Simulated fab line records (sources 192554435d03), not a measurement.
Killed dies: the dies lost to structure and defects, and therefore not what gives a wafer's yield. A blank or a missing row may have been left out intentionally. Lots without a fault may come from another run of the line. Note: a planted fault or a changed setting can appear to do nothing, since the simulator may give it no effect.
Matching of chambers / flow n5Finfet / aldMetal-04 running N5_HKMG_FIN_NWFM_ALD_20: 4 sister chambers
The step deposits TiAlC, target thk 2 nm, pulse time 3 s, purge time 2 s. 7 wafers are shown with their chamber, then 7 later ones without.

WAFERS PAIRED WITH THEIR CHAMBERS
wafer=L078.5; chamber=1; heaterPowerOuterW (W)=245; heaterPowerW (W)=463
wafer=L085.1; chamber=1; heaterPowerOuterW (W)=247; heaterPowerW (W)=468
wafer=L085.6; chamber=3; heaterPowerOuterW (W)=273; heaterPowerW (W)=492
wafer=L091.4; chamber=0; heaterPowerOuterW (W)=312; heaterPowerW (W)=548
wafer=L091.5; chamber=2; heaterPowerOuterW (W)=237; heaterPowerW (W)=445
wafer=L095.1; chamber=2; heaterPowerOuterW (W)=241; heaterPowerW (W)=444
wafer=L095.2; chamber=3; heaterPowerOuterW (W)=272; heaterPowerW (W)=509

WAFERS WITH NO CHAMBER GIVEN
wafer=L095.3; heaterPowerOuterW (W)=312; heaterPowerW (W)=577
wafer=L095.4; heaterPowerOuterW (W)=248; heaterPowerW (W)=469
wafer=L095.5; heaterPowerOuterW (W)=315; heaterPowerW (W)=556
wafer=L095.6; heaterPowerOuterW (W)=270; heaterPowerW (W)=506
wafer=L097.3; heaterPowerOuterW (W)=231; heaterPowerW (W)=442
wafer=L097.5; heaterPowerOuterW (W)=249; heaterPowerW (W)=463
wafer=L097.6; heaterPowerOuterW (W)=238; heaterPowerW (W)=451

WHICH CHAMBER EACH WENT THROUGH
wafer=L095.3; from the rows above=0; in truth=0
wafer=L095.4; from the rows above=1; in truth=1
wafer=L095.5; from the rows above=0; in truth=0
wafer=L095.6; from the rows above=3; in truth=3
wafer=L097.3; from the rows above=2; in truth=2
wafer=L097.5; from the rows above=1; in truth=1
wafer=L097.6; from the rows above=2; in truth=2
Placed correctly: 7 of 7. Not placeable from these rows: 0. Placed wrongly: 0.
How it was worked out, from the rows above alone: a wafer's distance from a chamber is the root of the sum, over the readings, of the square of ((its reading less the chamber's mean) divided by the reading's scatter). If the next closest chamber is less than 2 further off than the closest, the wafer can't be placed; otherwise it belongs to the closest. For every chamber, the mean is computed from those of its wafers that are shown. How the scatter is found: for the shown wafers, subtract from each reading the mean of its chamber, square and add these, divide the total by (wafers less chambers), then take the root.
